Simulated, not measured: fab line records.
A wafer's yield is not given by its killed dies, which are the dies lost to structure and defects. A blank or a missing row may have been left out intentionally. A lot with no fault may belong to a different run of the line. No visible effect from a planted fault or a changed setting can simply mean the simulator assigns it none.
The tool behind it: which one?    flow n5Finfet    28 wafers from 10 lots sampled at 2 of the route's 1938 steps

WHAT THE GAUGES SHOWED, per wafer
N5_BEOL_M15_OVL_MEAS_29. Usual: for M15_OVL the level is 1 nm and the standard deviation is 5.5.
lot   measured      on          M15_OVL (nm)  flag
L934  day 10 13:47  overlay-02  -2 9 4        
L937  day 11 12:18  overlay-01  -1 -1 3       
L941  day 12 16:20  overlay-02  -4 8 1        
L940  day 12 16:34  overlay-02  2 -2 -1       
L942  day 13 11:15  overlay-01  2 -3 -6       
L948  day 15 00:45  overlay-01  -3 -1 -4      
L950  day 15 07:45  overlay-01  2 4 -7        
L952  day 15 21:47  overlay-02  -15 -2        
L954  day 16 01:30  overlay-01  3 2 6         
L955  day 16 21:48  overlay-02  -4 -1         

TOOL THAT RAN EACH LOT (tool first, then ch and the chambers of the sampled wafers, then the start)
lot   N5_BEOL_M15_ETCH_57
L934  rieDiel-04 ch 0,1,2, day 10 12:52
L937  rieDiel-05 ch 1,3, day 11 11:23
L941  rieDiel-03 ch 0,1,3, day 12 15:32
L940  rieDiel-04 ch 1,2, day 12 15:46
L942  rieDiel-03 ch 0,1, day 13 10:19
L948  rieDiel-05 ch 0,1,2, day 14 23:56
L950  rieDiel-05 ch 1,2,3, day 15 06:49
L952  rieDiel-04 ch 0,1, day 15 20:59
L954  rieDiel-03 ch 1,3, day 16 00:34
L955  rieDiel-05 ch 1,2, day 16 20:52
- N5_BEOL_M15_ETCH_57: etches SOC in N2/H2, time 750 s.

WHAT THE TOOLS THEMSELVES READ (means of the sampled wafers that have a number; where no wafer has one, the mark that the record gives instead)
N5_BEOL_M15_ETCH_57. Usual: drypumpMotorCurrentA 5.6 A, standard deviation 0.53; oesProductAu 0.83 a.u., standard deviation 0.097; rfVppV 523.9 V, standard deviation 2.8; showerheadPlenumPTorr 2.54 Torr, standard deviation 0.1; throttleValvePct 17.6 %, standard deviation 0.37.
lot   tool        drypumpMotorCurrentA (A)  oesProductAu (a.u.)  rfVppV (V)  showerheadPlenumPTorr (Torr)  throttleValvePct (%)  flag
L934  rieDiel-04  5.5                       0.70                 520.3       2.44                          17.9                  
L937  rieDiel-05  5.3                       0.94                 524.0       2.57                          17.2                  
L941  rieDiel-03  5.3                       0.88                 524.2       2.55                          17.8                  
L940  rieDiel-04  5.4                       0.69                 521.6       2.44                          17.9                  
L942  rieDiel-03  5.1                       0.85                 525.4       2.61                          17.9                  
L948  rieDiel-05  5.7                       0.88                 526.2       2.62                          17.3                  
L950  rieDiel-05  5.5                       0.90                 525.0       2.59                          17.2                  
L952  rieDiel-04  5.0                       0.82                 524.1       2.55                          17.6                  
L954  rieDiel-03  5.1                       0.82                 525.5       2.61                          18.1                  
L955  rieDiel-05  5.8                       0.90                 527.0       2.65                          17.3                  

THE ANSWER, worked out from the rows above alone
Rule: lot off if the mean of its wafers having a number is beyond 3 standard deviations from the usual mean. Also off: a lot with no number at a reading for which 4 or more lots have one. The other lots that the step has rows for count as sound. After the gauges, taken in route order, come the tools' own readings; for these a lot's mean is taken, as printed above. At the first step where some lot is off, the reading lying furthest off is the one used; lots without a number count as furthest.
Nothing can be told from this: no lot is off at any reading shown.

WHAT HAD BEEN PUT IN BY THE SIMULATOR
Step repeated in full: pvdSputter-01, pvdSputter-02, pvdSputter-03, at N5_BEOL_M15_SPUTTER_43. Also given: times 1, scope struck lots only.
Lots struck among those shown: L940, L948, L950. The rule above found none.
